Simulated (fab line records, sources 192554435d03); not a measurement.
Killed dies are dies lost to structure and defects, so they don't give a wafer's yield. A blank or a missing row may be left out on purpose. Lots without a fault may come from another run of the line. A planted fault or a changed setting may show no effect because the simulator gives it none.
Chamber matching | flow n5_finfet | N5_PMOS_HMC_CHANNEL_EPI_HM_DEP_34 on pecvd-03: 3 sister chambers
The step deposits SiO2 from TEOS/O2, target thk 36 nm, time 6.9 s. 3 wafers are shown with their chamber, then 8 later ones without.

WAFERS WITH THEIR CHAMBER
wafer  | chamber | throttle_valve_pct (%)
L082.4 | 2       | 17.8
L086.4 | 0       | 17.9
L088.2 | 1       | 18.5

WAFERS WITHOUT THEIR CHAMBER
wafer  | throttle_valve_pct (%)
L088.3 | 17.6
L088.5 | 17.9
L093.2 | 18.0
L093.3 | 18.6
L093.5 | 18.3
L095.1 | 18.0
L095.3 | 18.1
L095.5 | 17.9

WHICH CHAMBER EACH WENT THROUGH
wafer  | from the rows above          | in truth
L088.3 | can't be placed: 2 or 0      | 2
L088.5 | can't be placed: 0 or 2      | 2
L093.2 | can't be placed: 0 or 2      | 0
L093.3 | 1                            | 1
L093.5 | can't be placed: 1 or 0      | 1
L095.1 | can't be placed: 0 or 2      | 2
L095.3 | can't be placed: 0 or 2 or 1 | 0
L095.5 | can't be placed: 0 or 2      | 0
Placed correctly: 1 of 8. Can't be placed from these rows: 7 (the true chamber is among the candidates in 7). Placed wrongly: 0.
How it was worked out, from the rows above alone: a wafer's distance from a chamber is the root of the sum, over the readings, of the square of ((its reading less the chamber's mean) divided by the reading's scatter). The wafer belongs to the nearest chamber; if the next one is less than 2 further off, it can't be placed. A chamber's mean is the mean of its shown wafers. The scatter: with one shown wafer a chamber, the root of the mean of the squares of how far each hidden wafer lies from its nearest shown one.
